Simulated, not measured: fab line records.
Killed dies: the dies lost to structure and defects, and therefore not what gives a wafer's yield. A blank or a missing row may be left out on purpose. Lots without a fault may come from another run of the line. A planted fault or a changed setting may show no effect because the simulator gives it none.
Chamber matching || flow n5-finfet || N5_BEOL_M0_CUTY_DESCUM_61 on rie-diel-03 has 4 sister chambers
The step chemistry O2, time 7.9 s. 4 wafers are shown with their chamber, then 9 later ones without.

## WAFERS, EACH WITH ITS CHAMBER
{"wafer": "L089.1", "chamber": 2, "drypump-motor-current-A (A)": 4.8}
{"wafer": "L089.2", "chamber": 3, "drypump-motor-current-A (A)": 6.1}
{"wafer": "L094.3", "chamber": 1, "drypump-motor-current-A (A)": 6.3}
{"wafer": "L094.5", "chamber": 0, "drypump-motor-current-A (A)": 5.8}

## WAFERS WHOSE CHAMBER IS MISSING
{"wafer": "L095.3", "drypump-motor-current-A (A)": 5.8}
{"wafer": "L095.4", "drypump-motor-current-A (A)": 6.1}
{"wafer": "L095.5", "drypump-motor-current-A (A)": 4.8}
{"wafer": "L096.3", "drypump-motor-current-A (A)": 6.2}
{"wafer": "L096.5", "drypump-motor-current-A (A)": 4.8}
{"wafer": "L096.6", "drypump-motor-current-A (A)": 6.1}
{"wafer": "L097.1", "drypump-motor-current-A (A)": 6.1}
{"wafer": "L097.3", "drypump-motor-current-A (A)": 4.8}
{"wafer": "L097.5", "drypump-motor-current-A (A)": 5.7}

## WHICH CHAMBER EACH ONE RAN IN
{"wafer": "L095.3", "from the rows above": 0, "in truth": 0}
{"wafer": "L095.4", "from the rows above": 3, "in truth": 3}
{"wafer": "L095.5", "from the rows above": 2, "in truth": 2}
{"wafer": "L096.3", "from the rows above": "can't be placed: 1 or 3", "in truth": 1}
{"wafer": "L096.5", "from the rows above": 2, "in truth": 2}
{"wafer": "L096.6", "from the rows above": 3, "in truth": 3}
{"wafer": "L097.1", "from the rows above": 3, "in truth": 3}
{"wafer": "L097.3", "from the rows above": 2, "in truth": 2}
{"wafer": "L097.5", "from the rows above": 0, "in truth": 0}
8 of 9 placed correctly. Cannot be placed on the basis of these rows: 1; the candidates contain the true chamber in 1. 0 placed wrongly.
How it was worked out, from the rows above alone: a wafer's distance from a chamber is the root of the sum, over the readings, of the square of ((its reading less the chamber's mean) divided by the reading's scatter). The wafer belongs to the nearest chamber; if the next one is less than 2 further off, it can't be placed. The mean given for a chamber averages the wafers shown for that chamber. The scatter (one wafer shown for each chamber): square how far every hidden wafer sits from the nearest shown wafer, average those squares and take the square root.
